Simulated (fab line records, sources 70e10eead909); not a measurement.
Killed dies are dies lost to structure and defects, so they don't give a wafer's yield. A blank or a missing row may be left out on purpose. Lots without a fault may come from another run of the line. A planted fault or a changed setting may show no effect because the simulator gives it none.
Chamber matching | flow nand_harc | NHARC_THIN_TSV_DEP_47 on pecvd-03: 3 sister chambers
The step deposits SiO2, target thk 200 nm. 3 wafers are shown with their chamber, then 7 later ones without.

WAFERS WITH THEIR CHAMBER
wafer  | chamber | throttle_valve_pct (%)
L363.5 | 0       | 16.5
L366.1 | 2       | 15.5
L366.2 | 1       | 15.5

WAFERS WITHOUT THEIR CHAMBER
wafer  | throttle_valve_pct (%)
L366.4 | 15.5
L367.1 | 16.4
L367.3 | 15.4
L367.4 | 15.3
L370.2 | 15.5
L370.4 | 16.5
L370.6 | 15.3

WHICH CHAMBER EACH WENT THROUGH
wafer  | from the rows above     | in truth
L366.4 | can't be placed: 1 or 2 | 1
L367.1 | 0                       | 0
L367.3 | can't be placed: 1 or 2 | 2
L367.4 | can't be placed: 1 or 2 | 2
L370.2 | can't be placed: 1 or 2 | 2
L370.4 | 0                       | 0
L370.6 | can't be placed: 1 or 2 | 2
Placed correctly: 2 of 7. Can't be placed from these rows: 5 (the true chamber is among the candidates in 5). Placed wrongly: 0.
How it was worked out, from the rows above alone: a wafer's distance from a chamber is the root of the sum, over the readings, of the square of ((its reading less the chamber's mean) divided by the reading's scatter). The wafer belongs to the nearest chamber; if the next one is less than 2 further off, it can't be placed. A chamber's mean is the mean of its shown wafers. The scatter: with one shown wafer a chamber, the root of the mean of the squares of how far each hidden wafer lies from its nearest shown one.
